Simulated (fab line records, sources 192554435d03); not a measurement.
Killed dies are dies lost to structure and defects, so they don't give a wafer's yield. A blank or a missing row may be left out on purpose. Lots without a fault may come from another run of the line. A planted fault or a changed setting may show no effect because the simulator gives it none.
Chamber matching | flow n5_finfet | N5_MOL_CONTACT_COAG_ETCH_67 on rie_diel-05: 4 sister chambers
The step etches SOC in N2/H2, target depth 60 nm, overetch 21 nm, time 101.2 s. 20 wafers are shown with their chamber, then 10 later ones without.

WAFERS WITH THEIR CHAMBER
wafer  | chamber | throttle_valve_pct (%) | drypump_motor_current_A (A) | oes_product_au (a.u.)
L076.1 | 0       | 17.5                   | 5.60                        | 0.68
L076.4 | 3       | 18.2                   | 5.94                        | 0.59
L076.5 | 3       | 18.2                   | 5.93                        | 0.58
L078.1 | 2       | 17.9                   | 6.16                        | 0.71
L078.2 | 0       | 17.5                   | 5.60                        | 0.67
L078.3 | 3       | 18.2                   | 5.90                        | 0.58
L079.2 | 0       | 17.5                   | 5.56                        | 0.66
L079.4 | 3       | 18.2                   | 5.91                        | 0.58
L079.6 | 1       | 17.2                   | 5.81                        | 0.83
L082.4 | 3       | 18.2                   | 5.91                        | 0.57
L082.5 | 2       | 18.0                   | 6.14                        | 0.71
L082.6 | 3       | 18.2                   | 5.90                        | 0.57
L083.2 | 0       | 17.5                   | 5.61                        | 0.66
L083.3 | 1       | 17.2                   | 5.84                        | 0.79
L083.5 | 3       | 18.2                   | 5.88                        | 0.57
L085.2 | 2       | 18.0                   | 6.15                        | 0.71
L085.3 | 3       | 18.2                   | 5.96                        | 0.57
L085.6 | 3       | 18.2                   | 5.93                        | 0.57
L089.2 | 0       | 17.5                   | 5.59                        | 0.65
L089.4 | 1       | 17.2                   | 5.81                        | 0.78

SIGNATURES (means of the wafers above)
reading                 | chamber 0 | chamber 1 | chamber 2 | chamber 3 | scatter within a chamber
throttle_valve_pct      | 17.500    | 17.200    | 17.967    | 18.200    | 0.0204
drypump_motor_current_A | 5.5920    | 5.8200    | 6.1500    | 5.9178    | 0.021
oes_product_au          | 0.6640    | 0.8000    | 0.7100    | 0.5756    | 0.0121
Rule: a wafer's distance from a chamber is the root of the sum, over the readings, of the square of ((its reading less the chamber's mean) divided by the reading's scatter). The wafer belongs to the nearest chamber; if the next one is less than 2 further off, it can't be placed. The scatter: the root of (the sum of the squares of (reading less its chamber's mean) over the shown wafers, divided by (wafers less chambers)).

WAFERS WITHOUT THEIR CHAMBER
wafer  | throttle_valve_pct (%) | drypump_motor_current_A (A) | oes_product_au (a.u.)
L089.5 | 18.0                   | 6.14                        | 0.70
L091.3 | 17.5                   | 5.63                        | 0.65
L091.4 | 17.5                   | 5.60                        | 0.64
L091.6 | 17.2                   | 5.83                        | 0.76
L093.1 | 17.3                   | 5.83                        | 0.74
L093.2 | 17.8                   | 5.93                        | 0.82
L093.4 | 17.5                   | 5.54                        | 0.64
L094.1 | 17.5                   | 5.58                        | 0.64
L094.2 | 18.0                   | 6.13                        | 0.69
L094.3 | 17.8                   | 5.94                        | 0.80

WHICH CHAMBER EACH WENT THROUGH
wafer  | from the rows above | in truth
L089.5 | 2                   | 2
L091.3 | 0                   | 0
L091.4 | 0                   | 0
L091.6 | 1                   | 1
L093.1 | 1                   | 1
L093.2 | 2                   | 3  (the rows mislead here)
L093.4 | 0                   | 0
L094.1 | 0                   | 0
L094.2 | 2                   | 2
L094.3 | 2                   | 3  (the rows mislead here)
Placed correctly: 8 of 10. Can't be placed from these rows: 0. Placed wrongly: 2.
